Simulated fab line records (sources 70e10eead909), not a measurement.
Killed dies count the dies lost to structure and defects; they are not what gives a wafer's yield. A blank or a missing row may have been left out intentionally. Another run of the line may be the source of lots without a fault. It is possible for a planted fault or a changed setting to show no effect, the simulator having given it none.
fab line records	flow nandHarc	part 1 of 2: steps 1 to 14 of 15
record: lots: 7	wafers: 21	lastDay: 33
route steps=1302 shown A_CONTACT@1037 END@1302
lots that met no fault: from a run of the same line without faults
startH: start of the lot's first displayed wafer, in hours after the record's first day	waitH: hours from the lot's prior step to this one	" identical to the entry in the row above	L1.1+2: one row covering several wafers at once	- no value present, or no start provided	* or withheld: withheld	< > ~ a bound
route shown NAME@n: a module of which the file shows steps, and the number in the route of the first	usual: mean/standard deviation of fault-free wafers	same: alike in all rows	chamber/n: place in a boat	sites: readings site by site	_std_site: standard deviation of those values	_edge_site: mean of outer sites minus mean of inner sites	radiusMm: how far each site lies from the wafer's centre	mask NAME#n: copy n	behind: the most recent tool/chamber to have shaped the wafer	hold: what put the lot on hold/how long, in hours/how the hold closed	device: transistor that didn't switch, given as n, p or np	end of line: tests of these same wafers at the route's end	a step with no rows: only its recipe	killed: count of dies lost to structure and defects at first sort (not the wafer's yield)	map: dies across one wafer; x = killed, . = not, _ = none there
set.NAME: setting as actually run; set.NAME@STEP: the setting as run at that earlier step	model.NAME: the simulator's own value behind a step, which no gauge read
certain route steps with their lots: each step a table, each wafer a row
services: the hour from which a tool's chamber was out of use, counted from the record's first day as startH (under 0 if before that day), plus the number of hours and why
== steps ==
step: NHARC_A_CONTACT_PEB_67
recipe: pebTempC: 100	pebTimeS: 65
step: NHARC_A_CONTACT_DEVELOP_68
recipe: developTimeS: 35	devTempC: 23
step: NHARC_A_CONTACT_CD_MEAS_69
recipe: targetCdNm: 300	landingEnergyEv: 500
usual: cdNm: 299.5/0.5
lot.wafer	tool	chamber	startH	waitH	cdNm
L130.1	cdSem-03	0	544.15	-	299.0
L130.2	"	0	"	"	299.4
L130.4	"	0	"	"	299.2
L129.1	cdSem-03	0	544.86	-	299.1
L129.3	"	0	"	"	298.5
L129.5	"	0	"	"	300.0
L141.1	cdSem-02	0	679.98	-	298.7
L141.3	"	0	"	"	299.5
L141.5	"	0	"	"	299.5
L143.3	cdSem-02	0	684.61	-	299.3
L143.5	"	0	"	"	299.4
L143.6	"	0	"	"	299.9
L142.1	cdSem-02	0	690.11	-	299.7
L142.4	"	0	"	"	299.6
L142.6	"	0	"	"	299.4
L144.1	cdSem-01	0	694.46	-	299.4
L144.3	"	0	"	"	299.7
L144.4	"	0	"	"	299.0
L147.1	cdSem-02	0	729.11	-	300.1
L147.2	"	0	"	"	299.5
L147.4	"	0	"	"	299.9
step: NHARC_A_CONTACT_OVL_MEAS_70
usual: overlayXNm: -0.2/0.73	overlayYNm: 0.3/0.86
lot.wafer	tool	chamber	startH	waitH	overlayXNm	overlayYNm
L130.1	overlay-02	-	544.24	-	-1.1	0.6
L130.2	"	-	"	"	-0.4	0.1
L130.4	"	-	"	"	-0.9	0.6
L129.1	overlay-02	-	544.94	-	-0.1	1.2
L129.3	"	-	"	"	-0.3	0.8
L129.5	"	-	"	"	-0.1	1.4
L141.1	overlay-01	-	680.07	-	0.0	0.3
L141.3	"	-	"	"	0.6	1.1
L141.5	"	-	"	"	0.5	0.9
L143.3	overlay-02	-	684.69	-	0.7	-0.6
L143.5	"	-	"	"	1.4	-0.6
L143.6	"	-	"	"	0.9	-0.1
L142.1	overlay-02	-	690.20	-	0.8	2.4
L142.4	"	-	"	"	0.0	2.6
L142.6	"	-	"	"	0.7	3.1
L144.1	overlay-01	-	694.55	-	-0.5	1.0
L144.3	"	-	"	"	-0.1	0.9
L144.4	"	-	"	"	-0.3	0.9
L147.1	overlay-01	-	729.20	-	-0.3	-1.3
L147.2	"	-	"	"	-0.8	-1.0
L147.4	"	-	"	"	-0.4	-1.2
step: NHARC_A_CONTACT_INSPECT_71
usual: rawDefectCount: 83/42
lot.wafer	tool	chamber	startH	waitH	rawDefectCount
L130.1	defectInspect-02	-	544.28	0.0	96
L130.2	"	-	"	"	116
L130.4	"	-	"	"	123
L129.1	defectInspect-01	-	544.98	0.0	47
L129.3	"	-	"	"	65
L129.5	"	-	"	"	75
L141.1	defectInspect-02	-	680.11	0.0	126
L141.3	"	-	"	"	166
L141.5	"	-	"	"	146
L143.3	defectInspect-01	-	684.73	0.0	32
L143.5	"	-	"	"	18
L143.6	"	-	"	"	24
L142.1	defectInspect-01	-	690.24	0.0	158
L142.4	"	-	"	"	152
L142.6	"	-	"	"	135
L144.1	defectInspect-02	-	694.58	0.0	89
L144.3	"	-	"	"	70
L144.4	"	-	"	"	95
L147.1	defectInspect-01	-	729.24	0.0	12
L147.2	"	-	"	"	15
L147.4	"	-	"	"	13
step: NHARC_A_CONTACT_DESCUM_74
recipe: timeS: 3	o2FlowSccm: 200	arFlowSccm: 0	biasPowerW: 0	chemistry: O2
usual: drypumpMotorCurrentA: 5.6/0.33	oesProductAu: 1.004/0.0096	rfVppV: 57.9/0.93	showerheadPlenumPTorr: 1.96/0.08	throttleValvePct: 11.310/0.0092
lot.wafer	tool	chamber	startH	waitH	drypumpMotorCurrentA	oesProductAu	rfHoursCounterH	rfVppV	showerheadPlenumPTorr	throttleValvePct
L130.1	rieDiel-12	3	544.34	0.1	5.4	0.997	16	59.0	2.00	11.304
L130.4	"	0	"	"	5.6	0.995	18	59.3	2.07	11.319
L130.2	"	1	"	"	6.0	1.016	17	57.5	1.94	11.321
L129.1	rieDiel-08	0	545.04	0.1	5.6	1.003	54	57.8	1.93	11.311
L129.3	"	2	"	"	5.7	0.989	54	56.5	1.80	11.297
L129.5	"	2	"	"	5.7	0.990	-	57.6	1.80	11.300
L141.3	rieDiel-08	1	680.18	0.1	5.5	0.986	35	57.5	2.01	11.300
L141.1	"	2	"	"	5.7	0.998	42	57.5	1.79	11.314
L141.5	"	3	"	"	5.0	1.009	-	58.1	1.92	11.304
L143.3	rieDiel-12	3	684.80	0.1	5.4	0.995	8	58.7	2.00	11.306
L143.6	"	2	"	"	5.8	1.013	-	58.4	2.02	11.317
L143.5	"	3	"	"	5.4	1.004	-	59.3	2.00	11.316
L142.1	rieDiel-12	3	690.34	0.1	5.4	1.001	10	58.0	2.00	11.328
L142.4	"	1	"	"	6.0	1.007	-	57.9	1.93	11.305
L142.6	"	3	"	"	5.4	1.013	-	59.8	2.00	11.307
L144.1	rieDiel-03	2	694.64	0.1	4.8	1.017	17	57.9	1.84	11.318
L144.4	"	3	"	"	5.7	1.008	13	56.9	2.03	11.303
L144.3	"	0	"	"	5.3	1.022	17	57.5	1.83	11.307
L147.4	rieDiel-12	3	729.31	0.1	5.4	1.006	20	58.4	1.99	11.327
L147.1	"	0	"	"	5.6	1.007	15	58.1	2.06	11.323
L147.2	"	1	"	"	6.0	0.999	18	56.9	1.93	11.310
step: NHARC_A_CONTACT_ETCH_75
recipe: targetDepthA: 390	overEtchFrac: 0.3	timeS: 65	ionEnergyEv: 80	cf4FlowSccm: 150	arFlowSccm: 0	rfW: 300	biasW: 100	chemistry: CF4
usual: biasW: 100.0/0.31	cf4FlowSccm: 150.0/0.39	drypumpMotorCurrentA: 5.6/0.32	oesProductAu: 1.002/0.01	rfVppV: 151.9/1.2	showerheadPlenumPTorr: 1.81/0.069	throttleValvePct: 13.285/0.0089
lot.wafer	tool	chamber	startH	waitH	biasW	cf4FlowSccm	drypumpMotorCurrentA	oesProductAu	rfHoursCounterH	rfVppV	showerheadPlenumPTorr	throttleValvePct
L130.2	rieDiel-12	3	544.42	0.1	99.7	149.8	5.4	0.987	16	153.3	1.85	13.284
L130.1	"	0	"	"	100.0	149.9	5.6	0.988	18	154.1	1.90	13.292
L130.4	"	2	"	"	100.0	150.2	5.8	1.016	14	150.8	1.86	13.277
L129.3	rieDiel-08	3	545.15	0.1	100.3	149.8	5.0	1.003	56	152.6	1.79	13.285
L129.1	"	0	"	"	100.0	149.3	5.6	0.994	54	150.8	1.78	13.299
L129.5	"	2	"	"	100.2	148.9	5.7	0.978	-	149.5	1.68	13.301
L141.1	rieDiel-08	1	680.25	0.1	99.4	150.3	5.6	0.997	35	151.8	1.85	13.302
L141.3	"	0	"	"	99.8	150.0	5.6	1.005	38	150.5	1.77	13.298
L141.5	"	2	"	"	99.7	150.2	5.7	1.000	-	150.4	1.66	13.276
L143.3	rieDiel-12	2	685.13	0.3	100.2	150.2	5.7	1.022	7	151.6	1.86	13.285
L143.5	"	2	"	"	99.7	149.9	5.8	1.015	-	152.7	1.86	13.292
L143.6	"	3	"	"	100.0	149.7	5.4	0.993	-	152.2	1.84	13.278
L142.1	rieDiel-12	1	690.61	0.3	100.2	149.9	6.1	1.010	10	151.0	1.78	13.299
L142.6	"	3	"	"	100.1	149.4	5.4	1.006	-	151.2	1.84	13.305
L142.4	"	1	"	"	100.8	150.7	6.0	1.000	-	151.9	1.78	13.275
L144.1	rieDiel-03	0	694.78	0.1	99.9	149.4	5.3	1.015	17	150.5	1.70	13.274
L144.3	"	1	"	"	99.7	150.2	6.1	1.006	18	149.6	1.72	13.283
L144.4	"	2	"	"	99.6	150.4	4.8	1.015	17	150.3	1.71	13.294
L147.1	rieDiel-12	3	729.38	0.1	99.6	149.7	5.4	1.003	20	151.5	1.84	13.278
L147.4	"	0	"	"	99.7	149.8	5.6	1.014	15	152.3	1.89	13.275
L147.2	"	1	"	"	100.4	150.1	6.0	0.981	18	153.4	1.78	13.272
step: NHARC_A_CONTACT_ETCH_76
recipe: targetDepthA: 2600	overEtchFrac: 0.3	timeS: 475.3	ionEnergyEv: 200	n2FlowSccm: 150	h2FlowSccm: 150	arFlowSccm: 0	rfW: 400	biasW: 150	chemistry: N2/H2
step: NHARC_A_CONTACT_ETCH_77
recipe: targetDepthA: 1089	timeS: 54.5	cf4FlowSccm: 100	chf3FlowSccm: 30	arFlowSccm: 0	rfW: 500	biasW: 200	chemistry: CF4/CHF3
usual: biasW: 199.9/0.5	cf4FlowSccm: 100.07/0.25	chf3FlowSccm: 29.99/0.086	drypumpMotorCurrentA: 5.6/0.34	oesProductAu: 0.943/0.021	rfVppV: 371.9/2.2	showerheadPlenumPTorr: 1.61/0.059	throttleValvePct: 16.802/0.0091
lot.wafer	tool	chamber	startH	waitH	biasW	cf4FlowSccm	chf3FlowSccm	drypumpMotorCurrentA	oesProductAu	rfHoursCounterH	rfVppV	showerheadPlenumPTorr	throttleValvePct
L130.2	rieDiel-12	3	-	-	199.5	99.32	29.91	5.4	0.961	16	373.3	1.64	16.819
L130.1	"	1	"	"	199.5	100.19	29.90	6.0	0.982	17	370.3	1.59	16.809
L130.4	"	2	"	"	199.1	100.45	29.85	5.8	0.985	14	373.0	1.66	16.792
L129.1	rieDiel-03	2	-	-	199.4	100.14	30.05	4.8	0.930	30	370.2	1.53	16.814
L129.3	"	0	"	"	199.8	99.65	29.85	5.3	0.948	21	368.1	1.52	16.806
L129.5	"	1	"	"	199.8	100.09	30.06	6.2	0.938	-	369.7	1.54	16.789
L141.1	rieDiel-08	0	-	-	198.7	99.87	29.95	5.6	0.933	38	369.1	1.58	16.791
L141.3	"	1	"	"	200.2	100.05	29.89	5.6	0.935	35	374.6	1.65	16.803
L141.5	"	1	"	"	199.7	100.37	29.88	5.5	0.931	-	372.5	1.65	16.801
L143.3	rieDiel-12	1	-	-	200.7	100.14	30.12	6.0	0.937	8	371.4	1.59	16.797
L143.6	"	1	"	"	200.4	100.48	30.01	6.0	0.927	-	371.7	1.59	16.804
L143.5	"	2	"	"	200.0	100.10	30.03	5.8	0.936	-	372.9	1.65	16.809
L142.1	rieDiel-12	0	-	-	199.8	100.15	30.00	5.5	0.933	5	375.5	1.69	16.792
L142.4	"	3	"	"	199.5	100.31	29.95	5.4	0.930	10	372.4	1.64	16.803
L142.6	"	1	"	"	200.0	100.11	30.02	6.0	0.928	-	373.2	1.59	16.798
L144.4	rieDiel-03	1	-	-	199.6	100.53	30.04	6.1	0.961	18	369.4	1.53	16.810
L144.3	"	2	"	"	200.5	100.52	29.84	4.8	0.949	18	368.2	1.52	16.804
L144.1	"	3	"	"	200.3	100.28	29.99	5.7	0.951	14	373.3	1.67	16.804
L147.4	rieDiel-12	1	-	-	200.3	100.07	29.93	6.0	0.915	18	370.1	1.58	16.800
L147.1	"	2	"	"	200.4	99.57	29.95	5.8	0.941	17	373.0	1.65	16.809
L147.2	"	0	"	"	200.5	100.11	30.02	5.5	0.917	15	374.4	1.69	16.805
step: NHARC_A_CONTACT_ETCH_78
recipe: targetDepthA: 53000	overEtchFrac: 0.3	timeS: 1378	ionEnergyEv: 150	o2FlowSccm: 400	cosFlowSccm: 20	arFlowSccm: 0	rfW: 500	biasW: 300	chemistry: O2/COS
step: NHARC_A_CONTACT_ETCH_124
recipe: sourceW: withheld	pressureMtorr: 20	biasV: withheld	timeS: 140	targetDepthA: 7000	arFlowSccm: withheld	c4f8FlowSccm: withheld	o2FlowSccm: withheld	chemistry: C4F8/O2/Ar
usual: chamberPressureMTorr: 20.000/0.018	oesAirLineAu: 0.998/0.019
lot.wafer	tool	chamber	startH	waitH	chamberPressureMTorr	oesAirLineAu	rfHoursCounterH
L130.2	harCapEtch-02	0	545.88	-	20.015	0.970	101
L130.1	"	1	"	"	20.002	0.999	101
L130.4	"	1	"	"	19.986	0.996	-
L129.1	harCapEtch-03	1	546.73	-	20.003	0.981	53
L129.3	"	0	"	"	20.019	1.016	-
L129.5	"	1	"	"	20.017	1.014	-
L141.1	harCapEtch-02	1	681.74	-	19.986	0.991	123
L141.3	"	0	"	"	19.963	0.993	-
L141.5	"	0	"	"	20.009	0.994	-
L143.3	harCapEtch-01	0	687.09	-	19.999	0.979	-
L143.5	"	0	"	"	19.976	0.996	-
L143.6	"	1	"	"	19.985	0.993	-
L142.1	harCapEtch-02	1	692.11	-	20.005	1.021	127
L142.4	"	0	"	"	20.008	0.996	-
L142.6	"	1	"	"	20.024	1.008	-
L144.1	harCapEtch-03	0	696.37	-	20.041	0.992	78
L144.3	"	0	"	"	20.022	1.029	-
L144.4	"	1	"	"	19.998	1.025	-
L147.1	harCapEtch-02	1	731.20	-	19.983	1.011	135
L147.2	"	0	"	"	19.970	0.954	135
L147.4	"	0	"	"	20.008	0.954	-
step: NHARC_A_CONTACT_ETCH_125
recipe: sourceW: withheld	pressureMtorr: 20	biasV: 3000	timeS: 197	targetDepthA: 19180	arFlowSccm: withheld	c4f8FlowSccm: withheld	o2FlowSccm: withheld	chemistry: C4F8/O2/Ar
usual: chamberPressureMTorr: 20.002/0.021	oesAirLineAu: 1.001/0.02
lot.wafer	tool	chamber	startH	waitH	chamberPressureMTorr	oesAirLineAu	rfHoursCounterH
L130.2	harCapEtch-02	0	546.08	0.2	19.999	0.964	101
L130.1	"	1	"	"	20.010	0.973	101
L130.4	"	1	"	"	19.976	0.981	-
L129.1	harCapEtch-03	1	546.93	0.2	20.004	1.025	54
L129.3	"	0	"	"	19.998	1.014	-
L129.5	"	1	"	"	20.003	0.998	-
L141.1	harCapEtch-02	1	681.94	0.2	19.997	1.000	123
L141.3	"	0	"	"	20.023	1.014	-
L141.5	"	0	"	"	20.008	0.989	-
L143.3	harCapEtch-01	0	687.29	0.2	19.981	1.018	-
L143.5	"	0	"	"	20.002	0.980	-
L143.6	"	1	"	"	19.983	0.982	-
L142.1	harCapEtch-02	1	692.30	0.2	19.983	0.976	127
L142.4	"	0	"	"	20.039	0.999	-
L142.6	"	1	"	"	19.967	0.979	-
L144.1	harCapEtch-03	0	696.58	0.2	20.023	1.001	78
L144.3	"	0	"	"	19.999	1.033	-
L144.4	"	1	"	"	19.990	1.016	-
L147.1	harCapEtch-02	1	731.41	0.2	20.002	0.971	135
L147.2	"	0	"	"	20.036	0.994	135
L147.4	"	0	"	"	20.003	0.973	-
step: NHARC_A_CONTACT_ETCH_126
recipe: sourceW: withheld	pressureMtorr: 20	biasV: 3000	timeS: 197	targetDepthA: 19180	arFlowSccm: withheld	c4f8FlowSccm: withheld	o2FlowSccm: withheld	chemistry: C4F8/O2/Ar
usual: chamberPressureMTorr: 20.001/0.02	oesAirLineAu: 1.000/0.019
lot.wafer	tool	chamber	startH	waitH	chamberPressureMTorr	oesAirLineAu	rfHoursCounterH
L130.2	harCapEtch-02	0	546.26	0.1	19.990	1.001	101
L130.1	"	1	"	"	20.015	1.040	101
L130.4	"	1	"	"	19.984	1.008	-
L129.1	harCapEtch-03	1	547.11	0.1	19.981	1.011	54
L129.3	"	0	"	"	20.004	0.970	-
L129.5	"	1	"	"	19.987	1.018	-
L141.1	harCapEtch-02	1	682.11	0.1	-	-	-
L141.3	"	0	"	"	-	-	-
L141.5	"	0	"	"	-	-	-
L143.3	harCapEtch-01	0	687.46	0.1	-	-	-
L143.5	"	0	"	"	-	-	-
L143.6	"	1	"	"	-	-	-
L142.1	harCapEtch-02	1	692.48	0.1	-	-	-
L142.4	"	0	"	"	-	-	-
L142.6	"	1	"	"	-	-	-
L144.1	harCapEtch-03	0	696.75	0.1	20.027	0.992	78
L144.3	"	0	"	"	20.005	0.994	-
L144.4	"	1	"	"	19.998	0.990	-
L147.1	harCapEtch-02	1	731.58	0.1	20.024	0.971	135
L147.2	"	0	"	"	20.015	0.983	135
L147.4	"	0	"	"	20.004	1.000	-
step: NHARC_A_CONTACT_ETCH_127
recipe: sourceW: withheld	pressureMtorr: 20	biasV: 3000	timeS: 197	targetDepthA: 19180	arFlowSccm: withheld	c4f8FlowSccm: withheld	o2FlowSccm: withheld	chemistry: C4F8/O2/Ar
== key ==
firstSign: step: NHARC_A_CONTACT_ETCH_126	reading: toolRecord	direction: missing
effect: step: NHARC_END_SORT_01	reading: killedAtArray	direction: up	sigmas: 34	usual: 49	struck: 672
moreKillsBornAt: NHARC_A_CONTACT_ETCH_126@harCapEtch-02: 3633	NHARC_A_CONTACT_ETCH_126@harCapEtch-01: 1961
metAt NHARC_A_CONTACT_ETCH_126
struckWafers L141.1,L141.3,L141.5,L142.1,L142.4,L142.6,L143.3,L143.5,L143.6
laterRowsLeftOut L141.1,L141.3,L141.5,L142.1,L142.4,L142.6,L143.3,L143.5,L143.6
testerLeftOut L141,L142,L143
onsetBetween 546.26 682.11
fault: kind: skippedStepWhole	tool: harCapEtch-01,harCapEtch-02	chamber: -	onsetH: 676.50	steps: NHARC_A_CONTACT_ETCH_126	scope: struckLotsOnly
testerLeftOut: of these lots the tester's yield and bins aren't shown, on N5 and GAA mostly nor the transistor test; their killed dies are dies lost to structure and defects alone, not to doping, threshold or leakage, so they don't give the yield
laterRowsLeftOut: the simulator's readings of these wafers behind a module that went badly wrong aren't trusted and aren't shown, but for the sort
